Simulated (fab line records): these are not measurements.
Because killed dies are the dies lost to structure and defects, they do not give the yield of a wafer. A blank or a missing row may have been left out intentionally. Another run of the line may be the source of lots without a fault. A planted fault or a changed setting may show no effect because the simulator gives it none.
fab line records ; flow n5_finfet
record lots=13; wafers=35; last_day=17
route steps=1938 shown BEOL_M12@1642 PASSIVATION@1936
lots with no fault: from the same line, run without faults
start_h: start of the lot's first displayed wafer, in hours after the record's first day ; wait_h: how many hours have passed since the lot's step before this one ; " the same as in the row above ; L1.1+2: a single row standing in for several wafers ; - either no value or no given start ; * or withheld: withheld ; < > ~ a bound
route shown NAME@n: NAME is a module with steps in the file, n the number in the route of the first one ; usual: average and standard deviation across the fault-free wafers ; same: alike in all rows ; chamber/n: place in a boat ; sites: the reading at each site ; _std_site: standard deviation of those values ; _edge_site: the outer-site mean with the inner-site mean subtracted ; radius_mm: for every site, how far away it sits from the centre of the wafer ; mask NAME#n: copy n ; behind: the tool/chamber that last shaped the wafer ; hold: cause of the lot's hold/its duration in hours/its outcome ; device: whichever transistor did not switch (one of n, p or np) ; end of line: the route-end tests of the same wafers ; a step without rows: its recipe alone ; killed: at the first sort, the dies lost to defects and structure; wafer yield is something else ; map: the dies of a wafer, with x for killed, . for not killed, _ for no die there
set.NAME: setting as actually run; set.NAME@STEP: the setting as run at that earlier step ; model.NAME: the simulator's own value behind a step, which no gauge read
a sample of lots followed through the steps of the route, with each step as a table and each wafer as a row
services: when a tool's chamber went out of use (start_h, in hours from the record's first day, below 0 if earlier), for how many hours, and the reason
## steps
# step N5_BEOL_M12_STRIP_37
# recipe chemistry=N2/H2; power_w=1000; temp_c=250; h2_frac=0.65; overash_fraction=0.3; pressure_mtorr=withheld; n2_flow_sccm=1750; h2_flow_sccm=3250
# usual drypump_motor_current_A=6.2/0.45; h2_flow_sccm=3250/9.7; heater_power_w=351/27; oes_product_au=0.790/0.011
# same overash_fraction=0.3
lot.wafer;tool;chamber;start_h;wait_h;drypump_motor_current_A;h2_flow_sccm;heater_power_w;oes_product_au;rf_hours_counter_h
L481.2;plasma_asher-01;0;221.92;0.0;6.2;3249;392;0.779;62
L481.3;plasma_asher-01;0;221.92;0.0;6.2;3253;391;0.773;-
L483.2;plasma_asher-01;1;227.52;0.0;6.6;3247;346;0.797;63
L483.6;plasma_asher-01;0;227.52;0.0;6.2;3263;396;0.787;-
L482.3;plasma_asher-01;1;228.42;0.1;6.6;3249;338;0.797;-
L482.5;plasma_asher-01;0;228.42;0.1;6.3;3250;394;0.792;-
L482.6;plasma_asher-01;1;228.42;0.1;6.6;3255;346;0.795;-
L484.2;plasma_asher-01;1;241.72;0.0;6.6;3261;345;0.797;65
L484.5;plasma_asher-01;0;241.72;0.0;6.3;3259;393;0.785;-
L484.6;plasma_asher-01;1;241.72;0.0;6.6;3252;353;0.786;-
L486.3;plasma_asher-02;1;252.69;0.1;5.4;3258;321;0.801;-
L486.5;plasma_asher-02;1;252.69;0.1;5.5;3264;333;0.793;-
L486.6;plasma_asher-02;0;252.69;0.1;6.3;3236;328;0.789;-
L485.1;plasma_asher-02;0;253.87;0.0;6.3;3248;337;0.761;136
L485.3;plasma_asher-02;1;253.87;0.0;5.3;3247;325;0.776;-
L485.6;plasma_asher-02;0;253.87;0.0;6.3;3252;337;0.770;-
L488.4;plasma_asher-01;0;264.24;0.1;6.3;3235;397;0.797;-
L488.6;plasma_asher-01;1;264.24;0.1;6.6;3273;344;0.820;-
L489.1;plasma_asher-02;1;273.81;0.0;5.4;3249;326;0.811;140
L489.2;plasma_asher-02;0;273.81;0.0;6.3;2912;328;0.776;140
L489.4;plasma_asher-02;1;273.81;0.0;5.4;3257;318;0.778;-
L498.1;plasma_asher-01;0;312.98;0.0;6.3;3253;393;0.792;80
L498.3;plasma_asher-01;1;312.98;0.0;6.6;3252;348;0.784;-
L498.4;plasma_asher-01;0;312.98;0.0;6.3;3259;399;0.803;-
L500.1;plasma_asher-01;1;325.71;0.0;6.6;3259;352;0.816;83
L500.5;plasma_asher-01;1;325.71;0.0;6.6;3256;342;0.793;-
L500.6;plasma_asher-01;0;325.71;0.0;6.3;3272;390;0.790;-
L502.2;plasma_asher-01;0;352.54;0.0;6.3;3244;407;0.796;88
L502.4;plasma_asher-01;1;352.54;0.0;6.6;3235;344;0.789;-
L503.2;plasma_asher-02;0;352.58;0.0;6.3;3241;329;0.772;155
L503.3;plasma_asher-02;0;352.58;0.0;6.3;3252;336;0.782;-
L503.4;plasma_asher-02;1;352.58;0.0;5.4;3241;331;0.784;-
L504.2;plasma_asher-02;1;363.53;0.0;5.4;3251;325;0.789;158
L504.3;plasma_asher-02;1;363.53;0.0;5.4;3256;321;0.807;-
L504.6;plasma_asher-02;1;363.53;0.0;5.4;3256;320;0.779;-
# step N5_BEOL_M12_DEGAS_41
# recipe ambient=vacuum; temp_c=250; time_s=60
# usual heater_power_w=331/25
lot.wafer;tool;chamber;start_h;wait_h;heater_power_w
L481.2;pvd_sputter-02;-;222.34;0.2;353
L481.3;pvd_sputter-02;-;222.34;0.2;292
L483.2;pvd_sputter-02;-;228.02;0.1;308
L483.6;pvd_sputter-02;-;228.02;0.1;302
L482.3;pvd_sputter-03;-;229.15;0.3;334
L482.5;pvd_sputter-03;-;229.15;0.3;338
L482.6;pvd_sputter-03;-;229.15;0.3;365
L484.2;pvd_sputter-03;-;245.00;0.4;303
L484.5;pvd_sputter-03;-;245.00;0.4;363
L484.6;pvd_sputter-03;-;245.00;0.4;342
L486.3;pvd_sputter-02;-;252.96;0.0;343
L486.5;pvd_sputter-02;-;252.96;0.0;307
L486.6;pvd_sputter-02;-;252.96;0.0;309
L485.1;pvd_sputter-02;-;258.11;0.2;296
L485.3;pvd_sputter-02;-;258.11;0.2;318
L485.6;pvd_sputter-02;-;258.11;0.2;315
L488.4;pvd_sputter-01;-;266.14;0.7;353
L488.6;pvd_sputter-01;-;266.14;0.7;356
L489.1;pvd_sputter-03;-;274.36;0.1;361
L489.2;pvd_sputter-03;-;274.36;0.1;299
L489.4;pvd_sputter-03;-;274.36;0.1;359
L498.1;pvd_sputter-02;-;313.71;0.5;297
L498.3;pvd_sputter-02;-;313.71;0.5;315
L498.4;pvd_sputter-02;-;313.71;0.5;365
L500.1;pvd_sputter-03;-;326.03;0.0;333
L500.5;pvd_sputter-03;-;326.03;0.0;358
L500.6;pvd_sputter-03;-;326.03;0.0;366
L502.2;pvd_sputter-02;-;353.30;0.3;302
L502.4;pvd_sputter-02;-;353.30;0.3;310
L503.2;pvd_sputter-01;-;353.47;0.3;352
L503.3;pvd_sputter-01;-;353.47;0.3;366
L503.4;pvd_sputter-01;-;353.47;0.3;280
L504.2;pvd_sputter-03;-;365.85;0.3;310
L504.3;pvd_sputter-03;-;365.85;0.3;338
L504.6;pvd_sputter-03;-;365.85;0.3;365
# step N5_BEOL_M12_SPUTTER_43
# recipe material=TaN; target_thk_a=150; temp_c=50; bias_v=168.6; power_w=15000; chamber_pressure_pa=0.12; time_s=24.19
# usual substrate_temp_c=50.00/0.11; throttle_valve_pct=29.7/1.2
lot.wafer;tool;chamber;start_h;wait_h;substrate_temp_c;throttle_valve_pct
L481.2;pvd_sputter-02;-;222.42;0.0;50.03;29.1
L481.3;pvd_sputter-02;-;222.42;0.0;49.77;30.9
L483.2;pvd_sputter-02;-;228.10;0.0;50.19;28.6
L483.6;pvd_sputter-02;-;228.10;0.0;50.06;30.9
L482.3;pvd_sputter-03;-;229.23;0.0;49.98;32.1
L482.5;pvd_sputter-03;-;229.23;0.0;49.95;31.9
L482.6;pvd_sputter-03;-;229.23;0.0;50.10;28.8
L484.2;pvd_sputter-03;-;245.08;0.0;50.14;29.5
L484.5;pvd_sputter-03;-;245.08;0.0;49.80;29.1
L484.6;pvd_sputter-03;-;245.08;0.0;49.97;32.1
L486.3;pvd_sputter-02;-;253.04;0.0;49.98;29.1
L486.5;pvd_sputter-02;-;253.04;0.0;49.88;28.7
L486.6;pvd_sputter-02;-;253.04;0.0;50.15;28.4
L485.1;pvd_sputter-02;-;258.19;0.0;50.16;30.7
L485.3;pvd_sputter-02;-;258.19;0.0;49.89;28.6
L485.6;pvd_sputter-02;-;258.19;0.0;50.01;28.5
L488.4;pvd_sputter-01;-;266.22;0.0;49.96;29.9
L488.6;pvd_sputter-01;-;266.22;0.0;49.93;30.6
L489.1;pvd_sputter-03;-;274.44;0.0;49.94;28.8
L489.2;pvd_sputter-03;-;274.44;0.0;50.02;29.4
L489.4;pvd_sputter-03;-;274.44;0.0;49.98;29.8
L498.1;pvd_sputter-02;-;313.79;0.0;49.92;30.8
L498.3;pvd_sputter-02;-;313.79;0.0;50.00;28.4
L498.4;pvd_sputter-02;-;313.79;0.0;49.82;29.0
L500.1;pvd_sputter-03;-;326.11;0.0;50.08;32.1
L500.5;pvd_sputter-03;-;326.11;0.0;49.90;30.0
L500.6;pvd_sputter-03;-;326.11;0.0;49.83;28.5
L502.2;pvd_sputter-02;-;353.38;0.0;50.03;30.9
L502.4;pvd_sputter-02;-;353.38;0.0;50.05;28.8
L503.2;pvd_sputter-01;-;353.55;0.0;49.95;30.7
L503.3;pvd_sputter-01;-;353.55;0.0;49.99;29.6
L503.4;pvd_sputter-01;-;353.55;0.0;50.13;28.9
L504.2;pvd_sputter-03;-;365.93;0.0;49.97;29.4
L504.3;pvd_sputter-03;-;365.93;0.0;50.12;32.1
L504.6;pvd_sputter-03;-;365.93;0.0;50.31;28.6
# step N5_BEOL_M12_SPUTTER_44
# recipe material=Ta; target_thk_a=100; temp_c=50; bias_v=80; power_w=15000; chamber_pressure_pa=0.07; time_s=16.13
# usual substrate_temp_c=50.00/0.11; throttle_valve_pct=29.7/1.3
lot.wafer;tool;chamber;start_h;wait_h;substrate_temp_c;throttle_valve_pct
L481.2;pvd_sputter-02;-;222.50;0.0;49.98;29.1
L481.3;pvd_sputter-02;-;222.50;0.0;49.95;30.8
L483.2;pvd_sputter-02;-;228.18;0.0;50.04;29.0
L483.6;pvd_sputter-02;-;228.18;0.0;50.15;31.0
L482.3;pvd_sputter-03;-;229.31;0.0;50.10;32.0
L482.5;pvd_sputter-03;-;229.31;0.0;50.02;32.1
L482.6;pvd_sputter-03;-;229.31;0.0;49.94;28.8
L484.2;pvd_sputter-03;-;245.16;0.0;49.96;29.2
L484.5;pvd_sputter-03;-;245.16;0.0;50.02;28.8
L484.6;pvd_sputter-03;-;245.16;0.0;50.18;31.9
L486.3;pvd_sputter-02;-;253.12;0.0;49.90;29.0
L486.5;pvd_sputter-02;-;253.12;0.0;50.10;28.6
L486.6;pvd_sputter-02;-;253.12;0.0;49.94;28.3
L485.1;pvd_sputter-02;-;258.27;0.0;50.02;30.9
L485.3;pvd_sputter-02;-;258.27;0.0;49.98;28.5
L485.6;pvd_sputter-02;-;258.27;0.0;50.18;28.7
L488.4;pvd_sputter-01;-;266.30;0.0;50.13;29.8
L488.6;pvd_sputter-01;-;266.30;0.0;50.08;30.5
L489.1;pvd_sputter-03;-;274.52;0.0;49.88;29.0
L489.2;pvd_sputter-03;-;274.52;0.0;50.03;29.8
L489.4;pvd_sputter-03;-;274.52;0.0;49.87;29.8
L498.1;pvd_sputter-02;-;313.87;0.0;49.96;30.9
L498.3;pvd_sputter-02;-;313.87;0.0;49.96;28.6
L498.4;pvd_sputter-02;-;313.87;0.0;50.04;29.0
L500.1;pvd_sputter-03;-;326.19;0.0;49.99;32.3
L500.5;pvd_sputter-03;-;326.19;0.0;50.16;29.8
L500.6;pvd_sputter-03;-;326.19;0.0;50.02;28.6
L502.2;pvd_sputter-02;-;353.46;0.0;50.00;31.4
L502.4;pvd_sputter-02;-;353.46;0.0;49.73;29.0
L503.2;pvd_sputter-01;-;353.63;0.0;50.02;30.4
L503.3;pvd_sputter-01;-;353.63;0.0;50.09;29.5
L503.4;pvd_sputter-01;-;353.63;0.0;49.98;28.6
L504.2;pvd_sputter-03;-;366.01;0.0;49.90;29.7
L504.3;pvd_sputter-03;-;366.01;0.0;49.90;32.2
L504.6;pvd_sputter-03;-;366.01;0.0;50.04;28.5
# step N5_PASSIVATION_PROBE_49
# usual defect_limited_yield=91.5/1.5; killed_at_M0_to_M3=32/9.4; killed_at_M4_up=12/5.1; killed_at_contacts=11/7.4; killed_at_front_end=41/11; killed_at_other=3.4/2.5; killed_dies=100/17; killed_open=65/14; killed_short=33/7; sort_bin_5_function=4.9/0.96; sort_bin_6_memory=3.1/0.7; sort_bin_8_speed=0.00/0.01; sort_n_pass=1080/17; sort_yield_pct=91.5/1.5
# same gross_dies=1180; killed_at_back_side=0; sort_bin_4_leakage[%]=0
lot.wafer;tool;chamber;start_h;wait_h;defect_limited_yield[%];killed_at_M0_to_M3;killed_at_M4_up;killed_at_contacts;killed_at_front_end;killed_at_other;killed_dies;killed_open;killed_short;sort_bin_5_function[%];sort_bin_6_memory[%];sort_bin_8_speed[%];sort_n_pass;sort_yield_pct[%]
L482.3;prober-02;-;264.57;0.1;91.5;27;12;17;37;7;100;65;35;4.5;3.7;0;1080;91.5
L482.5;prober-02;-;264.67;0.2;92.5;15;10;8;50;6;89;58;31;4.6;2.9;0;1091;92.5
L482.6;prober-02;-;264.72;0.3;92.5;25;9;4;45;6;89;54;26;4.2;2.4;0;1091;92.5
L488.4;prober-02;-;297.76;0.2;89.3;35;25;13;46;7;126;81;45;7.4;3.1;0;1054;89.3
L488.6;prober-02;-;297.86;0.3;92.0;25;12;8;44;5;94;62;24;4.2;3.0;0;1086;92.0
L489.1;prober-02;-;304.40;0.0;91.6;22;13;13;48;3;99;62;28;4.2;3.0;0;1081;91.6
L498.1;prober-02;-;350.99;0.0;91.8;50;12;4;27;4;97;57;34;5.1;2.4;0;1083;91.8
L498.3;prober-02;-;351.09;0.1;92.2;32;17;11;24;8;92;59;31;3.9;3.9;0;1088;92.2
L498.4;prober-02;-;351.14;0.2;91.8;44;11;7;31;4;97;60;30;4.5;2.9;0;1083;91.8
L503.2;prober-02;-;388.78;0.1;92.4;30;16;3;35;6;90;70;19;5.1;2.5;0;1090;92.4
L503.3;prober-02;-;388.83;0.1;91.3;44;8;16;31;4;103;77;26;5.3;3.1;0;1077;91.3
L503.4;prober-02;-;388.88;0.2;91.7;31;11;7;42;7;98;64;26;4.9;2.5;0;1082;91.7
# killed by level:class
L482.3 MOL_CONTACT_COAG:geometric_particle:open=17 FIN_SAQP:geometric_particle:short=10 BEOL_M2:geometric_particle:open=10 STI_FIN_REVEAL:geometric_particle:open=8 BEOL_M0_SAQP:geometric_particle:short=8 STARTING-WAFER:geometric_particle:open=5 GATE_CUT:geometric_particle:short=4 BEOL_M0_SAQP:geometric_particle:open=4
L482.5 FIN_SAQP:geometric_particle:short=14 DUMMY_GATE:geometric_particle:open=9 BEOL_M2:geometric_particle:open=9 MOL_CONTACT_COAG:geometric_particle:open=7 FIN_SAQP:geometric_particle:open=6 STI_FIN_REVEAL:geometric_particle:open=4 GATE_CUT:geometric_particle:open=4 GATE_CUT:geometric_particle:short=4
L482.6 BEOL_M2:geometric_particle:open=10 HKMG_FIN:area_etch=9 BEOL_M3:geometric_particle:open=7 FIN_SAQP:geometric_particle:open=6 STI_FIN_REVEAL:geometric_particle:open=6 GATE_CUT:geometric_particle:short=6 FIN_SAQP:geometric_particle:short=5 STARTING-WAFER:geometric_particle:open=5
L488.4 FIN_SAQP:geometric_particle:short=13 STI_FIN_REVEAL:geometric_particle:open=13 BEOL_M4:geometric_particle:open=13 MOL_CONTACT_COAG:geometric_particle:open=10 BEOL_M0_SAQP:geometric_particle:short=8 BEOL_M3:geometric_particle:open=7 BEOL_M1:geometric_particle:open=6 FIN_SAQP:geometric_particle:open=5
L488.6 BEOL_M3:geometric_particle:open=13 MOL_CONTACT_COAG:geometric_particle:open=8 FIN_SAQP:geometric_particle:short=5 FIN_SAQP:geometric_particle:open=5 HKMG_FIN:area_etch=5 SPACER0:geometric_particle:short=4 BEOL_M4:geometric_particle:open=4 STI_FIN_REVEAL:geometric_particle:open=3
L489.1 MOL_CONTACT_COAG:geometric_particle:open=11 DUMMY_GATE:geometric_particle:open=10 FIN_SAQP:geometric_particle:short=9 HKMG_FIN:area_etch=9 BEOL_M3:geometric_particle:open=8 BEOL_M2:geometric_particle:open=8 FIN_SAQP:geometric_particle:open=7 STARTING-WAFER:geometric_particle:short=4
L498.1 BEOL_M0_SAQP:geometric_particle:short=15 BEOL_M0_SAQP:geometric_particle:open=11 BEOL_M4:geometric_particle:open=7 BEOL_M1:geometric_particle:open=6 HKMG_FIN:area_etch=6 STI_FIN_REVEAL:geometric_particle:open=5 BEOL_M3:geometric_particle:open=5 MOL_CONTACT_COAG:geometric_particle:open=4
L498.3 BEOL_M0_SAQP:geometric_particle:open=12 BEOL_M3:geometric_particle:open=11 FIN_SAQP:geometric_particle:short=7 MOL_CONTACT_COAG:geometric_particle:open=7 PAD_METAL:geometric_particle:short=7 FIN_SAQP:geometric_particle:open=6 BEOL_M5:geometric_particle:open=5 MOL_CONTACT_COAG:geometric_particle:short=4
L498.4 BEOL_M1:geometric_particle:open=16 FIN_SAQP:geometric_particle:short=8 BEOL_M3:geometric_particle:open=8 MOL_CONTACT_COAG:geometric_particle:open=6 BEOL_M0_SAQP:geometric_particle:open=6 HKMG_FIN:area_etch=6 FIN_SAQP:geometric_particle:open=5 BEOL_M0_SAQP:geometric_particle:short=5
L503.2 STI_FIN_REVEAL:geometric_particle:open=8 BEOL_M1:geometric_particle:open=8 BEOL_M3:geometric_particle:open=6 BEOL_M4:geometric_particle:open=6 DUMMY_GATE:geometric_particle:open=5 BEOL_M0_SAQP:geometric_particle:open=5 STARTING-WAFER:geometric_particle:open=5 FIN_SAQP:geometric_particle:open=4
L503.3 MOL_CONTACT_COAG:geometric_particle:open=15 BEOL_M0_SAQP:geometric_particle:short=10 BEOL_M3:geometric_particle:open=10 GATE_CUT:geometric_particle:open=7 GATE_CUT:geometric_particle:short=7 BEOL_M1:geometric_particle:open=7 FIN_SAQP:geometric_particle:open=6 BEOL_M0_SAQP:geometric_particle:open=6
L503.4 BEOL_M2:geometric_particle:open=13 STI_FIN_REVEAL:geometric_particle:open=10 BEOL_M3:geometric_particle:open=7 GATE_CUT:geometric_particle:short=6 MOL_CONTACT_COAG:geometric_particle:open=6 BEOL_M0_SAQP:geometric_particle:open=6 BEOL_M4:geometric_particle:open=6 HKMG_FIN:area_etch=6
## services
tool;chamber;start_h;hours;kind
plasma_asher-01;-;200.40;1.0;repair
pvd_sputter-02;-;284.61;5.1;repair
## key
first_sign step=N5_BEOL_M12_STRIP_37; reading=h2_flow_sccm; direction=down; sigmas=35; usual=3250; struck=2912
effect none on later readings
met_at N5_BEOL_M12_STRIP_37
struck_lots L489
struck_wafers L489.2
not_acting_at N5_BEOL_M12_DEGAS_41,N5_BEOL_M12_SPUTTER_43,N5_BEOL_M12_SPUTTER_44
onset_between 253.87 273.81
fault kind=process_parameter_drift; tool=plasma_asher-02; chamber=0; onset_h=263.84; steps=N5_BEOL_M12_STRIP_37; channel=h2_flow_sccm; offset=-325; shape=step; end_h=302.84; acts_in=these_recipes_only; stated=3250
